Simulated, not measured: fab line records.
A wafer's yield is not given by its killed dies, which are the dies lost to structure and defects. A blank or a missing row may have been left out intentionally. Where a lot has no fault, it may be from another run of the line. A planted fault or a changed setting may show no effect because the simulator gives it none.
Split-lot study ; flow n5_finfet ; route with 1938 steps; 7 lots, 21 wafers read

## THE SPLIT
At N5_SDB_ALD_29 (deposits SiNx, target thk 30 nm, pulse time 1 s, ald cycles 600), the setting ald_cycles was moved away from the recipe's 600 on 9 of the 21 wafers read, by -13.3% to +8.2%. For the rest of the wafers, this setting stayed at what the recipe calls for.

The split's own step is where the reading is taken.

## THE READING
SiNx_of_SDB_ALD_29.thk_nm (the simulator's own value, which no gauge read), in nm, at N5_SDB_ALD_29 (deposits SiNx, target thk 30 nm, pulse time 1 s, ald cycles 600). There is no usual value for it anywhere in the file. Average 30.0 nm, standard deviation 0.16 nm, over the 12 wafers here run with the recipe.

wafer;tool, chamber at the split;ald_cycles as run;against the recipe;SiNx_of_SDB_ALD_29.thk_nm, nm;against lot-mates on the recipe
L076.2;ald_sin-01, 1;600;recipe;29.8;-
L076.6;ald_sin-01, 1;600;recipe;29.8;-
L076.5;ald_sin-01, 0;600;recipe;30.2;-
L077.1;ald_sin-01, 2,3;567;-5.5%;28.2;no lot-mate on the recipe
L077.4;ald_sin-01, 2,3;567;-5.5%;28.2;no lot-mate on the recipe
L077.2;ald_sin-01, 0;567;-5.5%;28.4;no lot-mate on the recipe
L082.1;ald_sin-02, 1;560;-6.7%;28.2;-1.9
L082.4;ald_sin-02, 2;600;recipe;30.2;-
L082.5;ald_sin-02, 2;600;recipe;30;-
L083.2;ald_sin-01, 0,3,0;600;recipe;30;-
L083.3;ald_sin-01, 0,3,0;600;recipe;30;-
L083.5;ald_sin-01, 0,3,0;600;recipe;30;-
L090.1;ald_sin-01, 1;600;recipe;29.8;-
L090.2;ald_sin-01, 0;649;+8.2%;32.4;+2.6
L090.5;ald_sin-01, 1;649;+8.2%;32.2;+2.4
L094.3;ald_sin-02, 3;559;-6.8%;27.8;-2.0
L094.4;ald_sin-02, 2;559;-6.8%;28;-1.8
L094.6;ald_sin-02, 3;600;recipe;29.8;-
L096.1;ald_sin-01, 3;520;-13.3%;26.2;-4.0
L096.2;ald_sin-01, 2,1;600;recipe;30.2;-
L096.5;ald_sin-01, 2,1;600;recipe;30.2;-
If several chambers appear in one row, that row covers several wafers at once and the file leaves open which wafer was in which chamber.

THE FIT
A straight line over all 21 wafers: SiNx_of_SDB_ALD_29.thk_nm changes by +0.29 nm for each +1% of ald_cycles; r = +0.99; the points scatter about the line by 0.16 nm.
The same after taking each lot's own level away (the mean of its wafers on the recipe; 18 wafers): +0.297 nm for each +1%; r = +1.00; scatter 0.11 nm.
According to that fit, moving ald_cycles by its largest amount changes the reading by 4 nm.
The span of the lots' own levels, 29.80 to 30.20 nm, comes to 2.4 times the standard deviation stated above.
Hence the lot-to-lot level has little effect on the slope; both slopes agree.
Check: for one of the wafers moved furthest among these (-13.3%), held out of the fit, the line's prediction against its lot-mates is -3.88 nm. It came out at -4 nm against them.

## ADDITIONAL SPLITS CARRIED BY THESE WAFERS
These wafers also went through other splits before the reading. Each is held against what the fit with the lots' levels taken away leaves over:
other split on the same wafers;wafers away from the commonest value;r with SiNx_of_SDB_ALD_29.thk_nm (lot level and that fit taken away)
N5_SD_EPI_N_PEB_07 peb_time_s;9;+0.02

## THE FILE'S OWN FIT
SiNx_of_SDB_ALD_29.thk_nm changes by +0.296 nm for each +1% of ald_cycles, r = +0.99.
